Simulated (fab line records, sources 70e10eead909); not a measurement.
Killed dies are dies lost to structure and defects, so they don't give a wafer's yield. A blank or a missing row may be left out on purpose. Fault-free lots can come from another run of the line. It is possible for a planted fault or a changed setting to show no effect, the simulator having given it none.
What tool caused it? + flow nand-harc + 14 lots with 39 wafers sampled at 4 steps, on a route of 1159 steps

WHAT THE GAUGES READ, wafer by wafer
NHARC_P_STI_INSPECT_11.
| lot  | measured    | on                | raw-defect-count |
|------|-------------|-------------------|------------------|
| L696 | day 2 11:06 | defect-inspect-02 | 6 7 5            |
| L697 | day 2 17:05 | defect-inspect-01 | 2 5 6            |
| L699 | day 3 07:25 | defect-inspect-02 | 5 7 4            |
| L701 | day 3 18:38 | defect-inspect-02 | 8 3 5            |
| L702 | day 3 23:21 | defect-inspect-02 | 5 3 2            |
| L703 | day 4 04:56 | defect-inspect-01 | 5 3 5            |
| L704 | day 4 10:50 | defect-inspect-02 | 2 11 2           |
| L706 | day 4 22:56 | defect-inspect-01 | 4 13 9           |
| L707 | day 5 05:03 | defect-inspect-02 | 6 4 4            |
| L709 | day 5 18:24 | defect-inspect-02 | 5 6 6            |
| L713 | day 6 17:08 | defect-inspect-02 | 8 5              |
| L714 | day 7 01:28 | defect-inspect-02 | 4 3              |
| L715 | day 7 08:15 | defect-inspect-01 | 3 4              |
| L718 | day 8 00:04 | defect-inspect-02 | 11 11 9          |

NHARC_P_GATE_CD_MEAS_26: the cd target is 120 nm.
| lot  | measured     | on        | cd-nm (nm)        |
|------|--------------|-----------|-------------------|
| L696 | day 4 18:34  | cd-sem-02 | 119.4 121.0 120.4 |
| L697 | day 5 04:07  | cd-sem-02 | 121.3 121.5 120.5 |
| L699 | day 5 15:03  | cd-sem-03 | 120.0 118.9 120.5 |
| L701 | day 5 21:55  | cd-sem-02 | 119.6 120.2 120.6 |
| L702 | day 6 03:50  | cd-sem-03 | 119.6 120.1 119.9 |
| L703 | day 6 13:37  | cd-sem-03 | 121.2 120.0 120.5 |
| L704 | day 6 18:02  | cd-sem-02 | 120.8 120.6 120.8 |
| L706 | day 7 05:42  | cd-sem-03 | 120.2 120.7 120.0 |
| L707 | day 8 00:18  | cd-sem-02 | 120.1 120.1 120.2 |
| L709 | day 8 00:06  | cd-sem-03 | 119.8 120.2 120.7 |
| L713 | day 9 00:08  | cd-sem-01 | 120.5 120.4       |
| L714 | day 9 06:52  | cd-sem-01 | 120.4 119.4       |
| L715 | day 9 16:08  | cd-sem-03 | 120.3 120.2       |
| L718 | day 10 05:07 | cd-sem-01 | 121.0 119.4 120.7 |

WHAT TOOL EACH LOT RAN ON (gives the tool, then ch and the chambers of the sampled wafers, and finally the start)
| lot  | NHARC_P_ZERO_WELL_DESCUM_13       | NHARC_P_STI_ETCH_42               |
|------|-----------------------------------|-----------------------------------|
| L696 | rie-diel-10 ch 0,2,3, day 1 13:25 | rie-diel-12 ch 1,3, day 2 11:21   |
| L697 | rie-diel-10 ch 1,2, day 1 19:20   | rie-diel-05 ch 1,3, day 2 17:20   |
| L699 | rie-diel-06 ch 0,2,3, day 2 07:16 | rie-diel-05 ch 0,1,2, day 3 07:38 |
| L701 | rie-diel-06 ch 0,1,3, day 2 19:25 | rie-diel-12 ch 0,2,3, day 3 18:52 |
| L702 | rie-diel-11 ch 2,3, day 3 01:24   | rie-diel-12 ch 0,2, day 3 23:34   |
| L703 | rie-diel-06 ch 0,2,3, day 3 07:17 | rie-diel-08 ch 1,2, day 4 05:09   |
| L704 | rie-diel-06 ch 1,2, day 3 13:24   | rie-diel-08 ch 1,3, day 4 11:05   |
| L706 | rie-diel-06 ch 0,1,3, day 4 01:17 | rie-diel-05 ch 0,2,3, day 4 23:10 |
| L707 | rie-diel-11 ch 0,2,3, day 4 07:25 | rie-diel-12 ch 0,1,2, day 5 05:17 |
| L709 | rie-diel-10 ch 0,1,3, day 4 19:24 | rie-diel-08 ch 0,1,3, day 5 18:38 |
| L713 | rie-diel-11 ch 2,3, day 5 19:34   | rie-diel-05 ch 0,1, day 6 17:22   |
| L714 | rie-diel-06 ch 1,2, day 6 01:16   | rie-diel-05 ch 1,3, day 7 01:42   |
| L715 | rie-diel-06 ch 0,1, day 6 07:18   | rie-diel-05 ch 0,2, day 7 08:29   |
| L718 | rie-diel-11 ch 0,2, day 7 01:17   | rie-diel-08 ch 2,3, day 8 00:17   |
- NHARC_P_ZERO_WELL_DESCUM_13: chemistry O2, time 3 s.
- NHARC_P_STI_ETCH_42: etches the open film in N2/H2, target depth 80 nm, overetch 24 nm, time 61 s.

AS READ BY THE TOOLS THEMSELVES (means over the sampled wafers that have a number; for cases with no such wafer, the mark the record gives instead)
NHARC_P_ZERO_WELL_DESCUM_13.
| lot  | tool        | drypump-motor-current-A (A) | mfc-ar-sccm (sccm) | oes-product-au (a.u.) | rf-vpp-V (V) | showerhead-plenum-p-Torr (Torr) | throttle-valve-pct (%) |
|------|-------------|-----------------------------|--------------------|-----------------------|--------------|---------------------------------|------------------------|
| L696 | rie-diel-10 | 5.4                         | 0.002              | 1.001                 | 56.8         | 1.85                            | 11.313                 |
| L697 | rie-diel-10 | 5.6                         | 0.000              | 1.000                 | 57.6         | 1.96                            | 11.308                 |
| L699 | rie-diel-06 | 5.6                         | 0.005              | 1.011                 | 57.7         | 1.88                            | 11.312                 |
| L701 | rie-diel-06 | 5.7                         | 0.005              | 1.006                 | 57.7         | 1.89                            | 11.309                 |
| L702 | rie-diel-11 | 5.8                         | 0.003              | 0.994                 | 58.1         | 1.84                            | 11.311                 |
| L703 | rie-diel-06 | 5.6                         | 0.005              | 1.006                 | 57.3         | 1.88                            | 11.316                 |
| L704 | rie-diel-06 | 6.0                         | 0.000              | 1.003                 | 56.7         | 1.81                            | 11.314                 |
| L706 | rie-diel-06 | 5.7                         | 0.005              | 0.996                 | 57.7         | 1.89                            | 11.311                 |
| L707 | rie-diel-11 | 5.5                         | 0.008              | 1.012                 | 57.6         | 1.86                            | 11.302                 |
| L709 | rie-diel-10 | 5.6                         | 0.002              | 0.992                 | 57.6         | 1.88                            | 11.310                 |
| L713 | rie-diel-11 | 5.7                         | 0.003              | 1.006                 | 56.5         | 1.83                            | 11.312                 |
| L714 | rie-diel-06 | 6.0                         | 0.001              | 0.998                 | 56.7         | 1.81                            | 11.301                 |
| L715 | rie-diel-06 | 5.5                         | 0.008              | 0.991                 | 57.7         | 1.86                            | 11.324                 |
| L718 | rie-diel-11 | 5.2                         | 0.012              | 1.015                 | 56.7         | 1.88                            | 11.313                 |

NHARC_P_STI_ETCH_42.
| lot  | tool        | drypump-motor-current-A (A) | mfc-ar-sccm (sccm) | oes-product-au (a.u.) | rf-vpp-V (V) | showerhead-plenum-p-Torr (Torr) | throttle-valve-pct (%) |
|------|-------------|-----------------------------|--------------------|-----------------------|--------------|---------------------------------|------------------------|
| L696 | rie-diel-12 | 5.5                         | 0.000              | 0.996                 | 431.8        | 2.09                            | 14.174                 |
| L697 | rie-diel-05 | 6.0                         | 0.019              | 0.998                 | 433.6        | 2.13                            | 14.186                 |
| L699 | rie-diel-05 | 5.5                         | 0.009              | 1.005                 | 429.3        | 1.99                            | 14.165                 |
| L701 | rie-diel-12 | 5.7                         | 0.014              | 1.002                 | 433.8        | 2.14                            | 14.177                 |
| L702 | rie-diel-12 | 6.2                         | 0.014              | 1.008                 | 433.3        | 2.16                            | 14.170                 |
| L703 | rie-diel-08 | 5.5                         | 0.000              | 1.003                 | 430.7        | 2.04                            | 14.176                 |
| L704 | rie-diel-08 | 5.3                         | 0.000              | 1.002                 | 432.5        | 2.10                            | 14.172                 |
| L706 | rie-diel-05 | 5.7                         | 0.002              | 1.003                 | 431.2        | 2.02                            | 14.168                 |
| L707 | rie-diel-12 | 5.8                         | 0.014              | 0.999                 | 431.4        | 2.10                            | 14.170                 |
| L709 | rie-diel-08 | 5.6                         | 0.008              | 0.994                 | 431.8        | 2.12                            | 14.171                 |
| L713 | rie-diel-05 | 5.3                         | 0.013              | 0.916                 | 429.1        | 2.00                            | 14.178                 |
| L714 | rie-diel-05 | 6.1                         | 0.016              | 0.921                 | 433.6        | 2.14                            | 14.159                 |
| L715 | rie-diel-05 | 5.3                         | 0.000              | 0.926                 | 427.4        | 1.94                            | 14.179                 |
| L718 | rie-diel-08 | 5.4                         | 0.000              | 0.999                 | 432.6        | 2.10                            | 14.167                 |

THE ANSWER, worked out from the rows above alone
Rule: usual is defined by the lots themselves. Put in order of their means at a reading, lots are off if they are a third of the lots or fewer, leave a main group of 4 or more, and stand apart from it by a gap of 3 or more times the standard deviation of the main group's means; of several such gaps the widest counts. The tables above print the reading to a certain number of digits; a main group whose means all agree to those digits is not used. Also off: a lot with no number at a reading for which 4 or more lots have one. The other lots that the step has rows for count as sound. Order of review: gauges by route order, followed by the tools' own readings, for which a lot's mean as printed above is used. The first step at which some lot is off is used, and at that step the reading that is off furthest; a lot without a number counts as furthest.
Off, at NHARC_P_STI_ETCH_42 on oes-product-au: L713, L714, L715. The main group has a mean of 1.001 a.u. with a standard deviation of 0.0039.
If a tool, at that step or one of the process steps before it, ran each lot that is off and ran no sound lot following the first of them, it fits. One fits: NHARC_P_STI_ETCH_42 on rie-diel-05. A fault onset in the window from L706 (day 4 23:10, its last sound lot) to L713 (day 6 17:22, its first lot off) fits.
The tool's own readings at NHARC_P_STI_ETCH_42 bear it out: on the lots that are off they differ by more than 5 times the standard deviation of the sound lots' means. oes-product-au reads 0.921 a.u. there against 1.001 a.u. on the sound lots.

WHAT THE SIMULATOR PUT IN
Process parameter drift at NHARC_P_STI_ETCH_42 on rie-diel-05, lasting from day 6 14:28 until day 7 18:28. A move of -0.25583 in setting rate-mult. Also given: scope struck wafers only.
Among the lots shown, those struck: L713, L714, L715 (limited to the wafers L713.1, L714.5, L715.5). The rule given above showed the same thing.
